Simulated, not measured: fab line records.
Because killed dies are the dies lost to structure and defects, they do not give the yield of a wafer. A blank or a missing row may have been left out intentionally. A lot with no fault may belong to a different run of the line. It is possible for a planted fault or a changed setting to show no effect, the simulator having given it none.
Matching of chambers	flow n5_finfet	4 sister chambers for N5_SPACER0_ALD_08 on ald_sin-03
The step deposits SiNx, target thk 2 nm. 24 wafers are shown with their chamber, then 12 later ones without.

## WAFERS WITH THEIR CHAMBER
wafer	chamber	heater_power_w (W)
L074.3	3	689
L074.5	1	751
L074.6	2	986
L075.2	3	675
L075.4	2	994
L075.6	3	690
L077.1	1	728
L077.4	3	670
L077.6	0	935
L081.1	3	686
L081.2	2	1010
L081.5	1	743
L085.1	1	732
L085.2	3	691
L085.5	1	741
L087.1	1	748
L087.4	2	1023
L087.5	2	990
L088.2	1	746
L088.4	2	1023
L088.5	2	1021
L090.3	2	1022
L090.4	3	695
L090.6	2	1029

SIGNATURES, as means of the wafers listed above
reading	chamber 0	chamber 1	chamber 2	chamber 3	scatter within a chamber
heater_power_w	935.00	741.29	1010.89	685.14	12.5
Rule: a wafer lies at a distance from a chamber equal to the root of the sum of squares, over the readings, of (its reading less the chamber's mean, divided by the reading's scatter). If the next closest chamber is less than 2 further off than the closest, the wafer can't be placed; otherwise it belongs to the closest. The scatter: the root of (the sum of the squares of (reading less its chamber's mean) over the shown wafers, divided by (wafers less chambers)).

## WAFERS MISSING THEIR CHAMBER
wafer	heater_power_w (W)
L091.1	981
L091.5	752
L091.6	972
L092.1	939
L092.3	740
L092.4	1007
L093.1	685
L093.4	1030
L093.6	940
L095.3	1009
L095.5	736
L095.6	1032

## CHAMBER TAKEN BY EACH
wafer	from the rows above	in truth
L091.1	can't be placed: 2 or 0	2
L091.5	1	1
L091.6	can't be placed: 0 or 2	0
L092.1	0	0
L092.3	1	1
L092.4	2	2
L093.1	3	3
L093.4	2	2
L093.6	0	0
L095.3	2	2
L095.5	1	1
L095.6	2	2
Correctly placed: 10 of 12. These rows do not allow placing 2 (true chamber among the candidates in 2). 0 placed wrongly.
